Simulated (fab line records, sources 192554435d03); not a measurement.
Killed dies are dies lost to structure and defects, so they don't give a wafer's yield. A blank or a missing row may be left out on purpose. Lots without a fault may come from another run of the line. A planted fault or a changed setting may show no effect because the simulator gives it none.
Which tool did it? | flow n5_finfet | 9 lots, 27 wafers sampled, at 5 steps of a route of 1938

WHAT THE GAUGES READ, wafer by wafer
N5_BEOL_M12_THK_MEAS_01.
lot  | measured     | on            | M12_ILD_THK (nm)
L544 | day 11 02:47 | film_metro-01 | 651 651 662
L545 | day 11 19:21 | film_metro-01 | 653 659 671
L548 | day 11 23:14 | film_metro-01 | 647 665 663
L549 | day 12 18:58 | film_metro-01 | 663 664 671
L557 | day 14 13:55 | film_metro-02 | 655 664 667
L562 | day 15 22:06 | film_metro-02 | 653 660 881
L560 | day 16 04:05 | film_metro-02 | 655 663 660
L561 | day 16 03:18 | film_metro-01 | 656 667 880
L563 | day 16 17:25 | film_metro-01 | 649 665 664

N5_BEOL_M12_INSPECT_12: inspects for defects (macro).
lot  | measured     | on                | raw_defect_count
L544 | day 11 03:16 | defect_inspect-02 | 2 2 2
L545 | day 11 19:50 | defect_inspect-02 | 1 3 1
L548 | day 11 23:43 | defect_inspect-02 | 1 1 0
L549 | day 12 19:26 | defect_inspect-01 | 0 0 0
L557 | day 14 14:24 | defect_inspect-01 | 1 4 4
L562 | day 15 22:35 | defect_inspect-01 | 0 1 2
L560 | day 16 04:34 | defect_inspect-01 | 3 3 3
L561 | day 16 03:48 | defect_inspect-02 | 2 0 2
L563 | day 16 17:46 | defect_inspect-01 | 2 1 3

WHICH TOOL RAN EACH LOT (tool, then ch and the chambers of the sampled wafers, then the start)
lot  | N5_BEOL_M11_CURE_71           | N5_BEOL_M11_STRIP_19               | N5_BEOL_M12_ILD_DEP_00
L544 | uv_cure-01 ch 0, day 10 19:34 | rie_diel-01 ch 0,1,3, day 10 21:53 | pecvd-03 ch 0,2, day 11 02:39
L545 | uv_cure-01 ch 2, day 11 12:52 | rie_diel-06 ch 1,3, day 11 14:57   | pecvd-01 ch 0,1,2, day 11 19:13
L548 | uv_cure-02 ch 2, day 11 15:11 | rie_diel-02 ch 0,2,3, day 11 17:54 | pecvd-04 ch 0,1, day 11 23:06
L549 | uv_cure-03 ch 0, day 12 10:07 | rie_diel-01 ch 2,3, day 12 13:27   | pecvd-04 ch 0,1,2, day 12 18:49
L557 | uv_cure-02 ch 1, day 14 04:13 | rie_diel-06 ch 0,1,3, day 14 06:31 | pecvd-01 ch 0,1,2, day 14 13:47
L562 | uv_cure-01 ch 2, day 15 13:17 | rie_diel-01 ch 0,2,3, day 15 16:45 | pecvd-01 ch 0,1, day 15 21:58
L560 | uv_cure-01 ch 2, day 15 17:49 | rie_diel-01 ch 0,2,3, day 15 20:59 | pecvd-03 ch 0,1, day 16 03:57
L561 | uv_cure-03 ch 0, day 15 18:29 | rie_diel-01 ch 2,3, day 15 21:02   | pecvd-01 ch 0,1,2, day 16 03:10
L563 | uv_cure-02 ch 0, day 16 07:23 | rie_diel-06 ch 0,1,2, day 16 11:52 | pecvd-04 ch 0,2, day 16 17:17
- N5_BEOL_M11_CURE_71: cures SiCOH lowk, time 240 s.
- N5_BEOL_M11_STRIP_19: strips in O2.
- N5_BEOL_M12_ILD_DEP_00: deposits SiOC from DEMS/O2, target thk 658.92 nm, time 130.7 s.

WHAT THE TOOLS THEMSELVES READ (means of the sampled wafers that have a number; where no wafer has one, the mark that the record gives instead)
N5_BEOL_M11_CURE_71.
lot  | tool       | lamp_power_pct (%) | wafer_temp_C_max
L544 | uv_cure-01 | 52.32              | 386.5
L545 | uv_cure-01 | 52.27              | 386.1
L548 | uv_cure-02 | 52.31              | 386.7
L549 | uv_cure-03 | 52.31              | 387.1
L557 | uv_cure-02 | 52.28              | 386.6
L562 | uv_cure-01 | 52.34              | 386.2
L560 | uv_cure-01 | 52.32              | 386.3
L561 | uv_cure-03 | 52.35              | 386.9
L563 | uv_cure-02 | 52.32              | 386.8

N5_BEOL_M11_STRIP_19.
lot  | tool        | drypump_motor_current_A (A) | oes_product_au (a.u.) | rf_vpp_V (V) | showerhead_plenum_p_Torr (Torr) | temp_c (C) | throttle_valve_pct (%)
L544 | rie_diel-01 | 5.4                         | 0.77                  | 3.2          | 2.07                            | 39.92      | 16.59
L545 | rie_diel-06 | 6.1                         | 0.83                  | 4.2          | 2.10                            | 40.02      | 16.52
L548 | rie_diel-02 | 5.8                         | 0.77                  | 4.2          | 2.09                            | 40.03      | 16.74
L549 | rie_diel-01 | 4.8                         | 0.79                  | 3.2          | 2.03                            | 40.06      | 16.54
L557 | rie_diel-06 | 6.1                         | 0.83                  | 3.3          | 2.09                            | 40.01      | 16.55
L562 | rie_diel-01 | 5.1                         | 0.74                  | 3.4          | 2.07                            | 40.03      | 16.69
L560 | rie_diel-01 | 5.1                         | 0.74                  | 3.6          | 2.07                            | 39.97      | 16.70
L561 | rie_diel-01 | 4.8                         | 0.77                  | 3.8          | 2.03                            | 40.16      | 16.56
L563 | rie_diel-06 | 6.0                         | 0.86                  | 3.4          | 2.10                            | 39.99      | 16.44

N5_BEOL_M12_ILD_DEP_00.
lot  | tool     | chamber_pressure_Torr (Torr) | heater_power_w (W) | showerhead_plenum_p_Torr (Torr) | throttle_valve_pct (%)
L544 | pecvd-03 | 5.001                        | 512                | 5.676                           | 10.7
L545 | pecvd-01 | 5.004                        | 465                | 5.696                           | 12.3
L548 | pecvd-04 | 4.998                        | 462                | 5.698                           | 12.8
L549 | pecvd-04 | 4.990                        | 437                | 5.696                           | 12.1
L557 | pecvd-01 | 4.997                        | 433                | 5.708                           | 12.5
L562 | pecvd-01 | 5.011                        | 425                | 5.710                           | 12.7
L560 | pecvd-03 | 5.001                        | 464                | 5.703                           | 11.5
L561 | pecvd-01 | 5.014                        | 416                | 5.697                           | 12.6
L563 | pecvd-04 | 5.006                        | 425                | 5.686                           | 12.3

THE ANSWER, worked out from the rows above alone
Rule: what is usual is taken from the lots themselves. Put in order of their means at a reading, lots are off if they are a third of the lots or fewer, leave a main group of 4 or more, and stand apart from it by a gap of 3 or more times the standard deviation of the main group's means; of several such gaps the widest counts. A main group whose means are all the same, to the digits that the tables above print for the reading, isn't used. A lot without any number at a reading at which 4 lots or more have one is off too. The other lots that the step has rows for count as sound. The gauges are gone through in route order, then the tools' own readings, and for those a lot's mean is taken as printed above. The first step at which some lot is off is used, and at that step the reading that is off furthest; a lot without a number counts as furthest.
Off: L562, L561, at N5_BEOL_M12_THK_MEAS_01 (M12_ILD_THK). The main group: mean 660 nm, standard deviation 3.2.
A tool fits if, at a process step before that reading, it ran every lot that is off, and no sound lot after the first of them. The gauges at N5_BEOL_M12_THK_MEAS_01 are tried like those tools. One fits: pecvd-01 at N5_BEOL_M12_ILD_DEP_00. Its last sound lot is L557 (day 14 13:47), its first lot that is off L562 (day 15 21:58): a fault that began between those two fits.

WHAT THE SIMULATOR HAD PUT IN
Process parameter drift: pecvd-01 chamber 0, from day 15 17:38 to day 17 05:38, at N5_BEOL_M12_ILD_DEP_00. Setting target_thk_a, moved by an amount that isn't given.
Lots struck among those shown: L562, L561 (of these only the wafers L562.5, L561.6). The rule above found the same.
